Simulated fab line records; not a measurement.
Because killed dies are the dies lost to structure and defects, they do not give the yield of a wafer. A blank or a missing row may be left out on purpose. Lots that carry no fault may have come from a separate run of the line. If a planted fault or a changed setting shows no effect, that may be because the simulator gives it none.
Chamber matching || flow nand_harc || NHARC_A_SGD_CUT_CMP_21 on cmp-01 has 4 sister chambers
The step polishes, target thk 148.19 nm. 4 wafers are shown with their chamber, then 7 later ones without.

WAFERS WITH THEIR CHAMBER
{"wafer": "L076.4", "chamber": 0, "motor_current_A (A)": 12.7}
{"wafer": "L081.2", "chamber": 3, "motor_current_A (A)": 10.9}
{"wafer": "L085.1", "chamber": 1, "motor_current_A (A)": 12.5}
{"wafer": "L085.2", "chamber": 2, "motor_current_A (A)": 13.3}

WAFERS WITHOUT THEIR CHAMBER
{"wafer": "L085.6", "motor_current_A (A)": 12.9}
{"wafer": "L090.1", "motor_current_A (A)": 12.9}
{"wafer": "L090.2", "motor_current_A (A)": 13.7}
{"wafer": "L090.6", "motor_current_A (A)": 11.2}
{"wafer": "L095.1", "motor_current_A (A)": 13.1}
{"wafer": "L095.2", "motor_current_A (A)": 11.2}
{"wafer": "L095.3", "motor_current_A (A)": 13.0}

EACH ONE'S CHAMBER
{"wafer": "L085.6", "from the rows above": "can't be placed: 0 or 1 or 2", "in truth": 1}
{"wafer": "L090.1", "from the rows above": "can't be placed: 0 or 1 or 2", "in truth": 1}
{"wafer": "L090.2", "from the rows above": 2, "in truth": 2}
{"wafer": "L090.6", "from the rows above": 3, "in truth": 3}
{"wafer": "L095.1", "from the rows above": "can't be placed: 2 or 0 or 1", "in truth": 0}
{"wafer": "L095.2", "from the rows above": 3, "in truth": 3}
{"wafer": "L095.3", "from the rows above": "can't be placed: 0 or 2 or 1", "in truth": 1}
Correct placement for 3 of the 7. Cannot be placed on the basis of these rows: 4; the candidates contain the true chamber in 4. Wrongly placed: 0.
How it was worked out, from the rows above alone: a wafer's distance from a chamber is the root of the sum, over the readings, of the square of ((its reading less the chamber's mean) divided by the reading's scatter). If the next closest chamber is less than 2 further off than the closest, the wafer can't be placed; otherwise it belongs to the closest. A chamber's mean is the mean of its shown wafers. The scatter: with one shown wafer a chamber, the root of the mean of the squares of how far each hidden wafer lies from its nearest shown one.
